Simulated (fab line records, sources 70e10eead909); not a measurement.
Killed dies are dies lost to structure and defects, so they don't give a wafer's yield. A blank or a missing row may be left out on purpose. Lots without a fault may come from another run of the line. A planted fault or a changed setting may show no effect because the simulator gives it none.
Chamber matching | flow nand_harc | NHARC_A_CHANNEL_FILL_D1_ALD_14 on ald_hk-02: 4 sister chambers
The step deposits SiO2, target thk 2.5 nm, pulse time 10 s, ald cycles 25. 18 wafers are shown with their chamber, then 9 later ones without.

WAFERS WITH THEIR CHAMBER
wafer  | chamber | heater_power_w (W) | precursor_pulse_height_rel
L074.1 | 3       | 521                | 1.002
L074.2 | 1       | 424                | 1.013
L074.5 | 1       | 432                | 1.014
L074.3 | 2       | 483                | 0.989
L074.4 | 0       | 528                | 0.971
L074.6 | 2       | 489                | 1.031
L076.2 | 3       | 524                | 0.986
L076.4 | 2       | 486                | 0.989
L076.5 | 2       | 481                | 1.021
L076.1 | 0       | 522                | 0.989
L076.3 | 1       | 422                | 0.975
L076.6 | 3       | 521                | 1.015
L081.2 | 1       | 431                | 1.005
L081.4 | 2       | 487                | 1.035
L081.5 | 3       | 529                | 1.031
L082.2 | 0       | 520                | 1.005
L082.4 | 1       | 429                | 0.989
L082.6 | 3       | 524                | 0.994

SIGNATURES (means of the wafers above)
reading                    | chamber 0 | chamber 1 | chamber 2 | chamber 3 | scatter within a chamber
heater_power_w             | 523.33    | 427.60    | 485.20    | 523.80    | 3.74
precursor_pulse_height_rel | 0.98833   | 0.99920   | 1.01300   | 1.00560   | 0.0189
Rule: a wafer's distance from a chamber is the root of the sum, over the readings, of the square of ((its reading less the chamber's mean) divided by the reading's scatter). The wafer belongs to the nearest chamber; if the next one is less than 2 further off, it can't be placed. The scatter: the root of (the sum of the squares of (reading less its chamber's mean) over the shown wafers, divided by (wafers less chambers)).

WAFERS WITHOUT THEIR CHAMBER
wafer  | heater_power_w (W) | precursor_pulse_height_rel
L092.1 | 450                | 1.006
L092.3 | 499                | 1.006
L092.5 | 505                | 0.951
L094.1 | 442                | 1.025
L094.4 | 501                | 0.996
L094.5 | 490                | 1.015
L097.1 | 496                | 1.013
L097.3 | 449                | 0.997
L097.4 | 531                | 1.048

WHICH CHAMBER EACH WENT THROUGH
wafer  | from the rows above          | in truth
L092.1 | 1                            | 1
L092.3 | 2                            | 2
L092.5 | can't be placed: 0 or 3 or 2 | 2
L094.1 | 1                            | 1
L094.4 | can't be placed: 2 or 0 or 3 | 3
L094.5 | 2                            | 2
L097.1 | 2                            | 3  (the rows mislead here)
L097.3 | 1                            | 1
L097.4 | can't be placed: 3 or 0      | 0
Placed correctly: 5 of 9. Can't be placed from these rows: 3 (the true chamber is among the candidates in 3). Placed wrongly: 1.
